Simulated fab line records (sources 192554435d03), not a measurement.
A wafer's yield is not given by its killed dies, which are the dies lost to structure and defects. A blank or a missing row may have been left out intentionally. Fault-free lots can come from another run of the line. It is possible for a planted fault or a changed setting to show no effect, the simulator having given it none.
Split-lot trial	flow n5-finfet	21 wafers read across 7 lots, on a route 1938 steps long

## THE SPLIT ITSELF
At N5_BEOL_M13_COAT_65 (time 60 s, resist thk 350 nm), the setting spin-rpm was moved away from the recipe's 1500 rpm on 9 of the 21 wafers read, by -9.1% to +10.0%. All remaining wafers had this setting at the recipe value.

The reading is taken at the split's own step.

## THE READING
SOC_of_BEOL_M13_COAT_65.thk-nm (the simulator's own value, which no gauge read), in nm, at N5_BEOL_M13_COAT_65 (time 60 s, resist thk 350 nm). No usual value for it is given in the file. The 12 wafers here that ran the recipe average 350.0 nm, standard deviation 1.1 nm.

wafer	tool, chamber at the split	spin-rpm as run, rpm	against the recipe	SOC_of_BEOL_M13_COAT_65.thk-nm, nm	against lot-mates on the recipe
L074.1	litho-track-05, 0	1500	recipe	352.2	-
L074.2	litho-track-05, 0	1604	+6.9%	339.4	-12.8
L074.3	litho-track-05, 0	1604	+6.9%	339	-13.2
L083.2	litho-track-01, 0	1500	recipe	348.4	-
L083.3	litho-track-01, 0	1423	-5.1%	356.8	+8.4
L083.6	litho-track-01, 0	1423	-5.1%	358.4	+10.0
L090.3	litho-track-01, 0	1500	recipe	349.8	-
L090.4	litho-track-01, 0	1427	-4.9%	358.4	+8.6
L090.5	litho-track-01, 0	1427	-4.9%	358.4	+8.6
L092.1	litho-track-05, 0	1500	recipe	351.2	-
L092.2	litho-track-05, 0	1500	recipe	350	-
L092.3	litho-track-05, 0	1500	recipe	350	-
L089.1	litho-track-01, 0	1500	recipe	350.2	-
L089.2	litho-track-01, 0	1650	+10.0%	332.6	-17.6
L089.3	litho-track-01, 0	1650	+10.0%	332.2	-18.0
L093.3	litho-track-01, 0	1364	-9.1%	365.6	+17.1
L093.4	litho-track-01, 0	1500	recipe	348.4	-
L093.5	litho-track-01, 0	1500	recipe	348.6	-
L095.4	litho-track-01, 0	1500	recipe	350.6	-
L095.5	litho-track-01, 0	1500	recipe	350.2	-
L095.6	litho-track-01, 0	1500	recipe	350.2	-

THE FIT
A straight line over all 21 wafers: SOC_of_BEOL_M13_COAT_65.thk-nm changes by -1.68 nm for each +1% of spin-rpm; r = -0.99; the points scatter about the line by 1 nm.
The same after taking each lot's own level away (the mean of its wafers on the recipe; 21 wafers): -1.82 nm for each +1%; r = -1.00; scatter 0.44 nm.
Per that fit: largest spin-rpm move, reading shift of 18 nm.
The span of the lots' own levels, 348.40 to 352.20 nm, comes to 3.5 times the standard deviation stated above.
The two slopes are in agreement: the lot-to-lot level therefore moves the slope only a little.
Check: for one of the wafers moved furthest among these (+10.0%), held out of the fit, the line's prediction against its lot-mates is -18.4 nm. Against them it came out at -17.6 nm.

## OTHER SPLITS ON THESE WAFERS
Note: prior to the reading, these wafers also went through further splits. Each is held against what the fit with the lots' levels taken away leaves over:
other split on the same wafers	wafers away from the commonest value	r with SOC_of_BEOL_M13_COAT_65.thk-nm (lot level and that fit taken away)
N5_BEOL_M11_EXPOSE_25 dose-mj	6	+0.05

## THE FILE'S OWN FIT
SOC_of_BEOL_M13_COAT_65.thk-nm changes by -1.83 nm for each +1% of spin-rpm, r = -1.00.
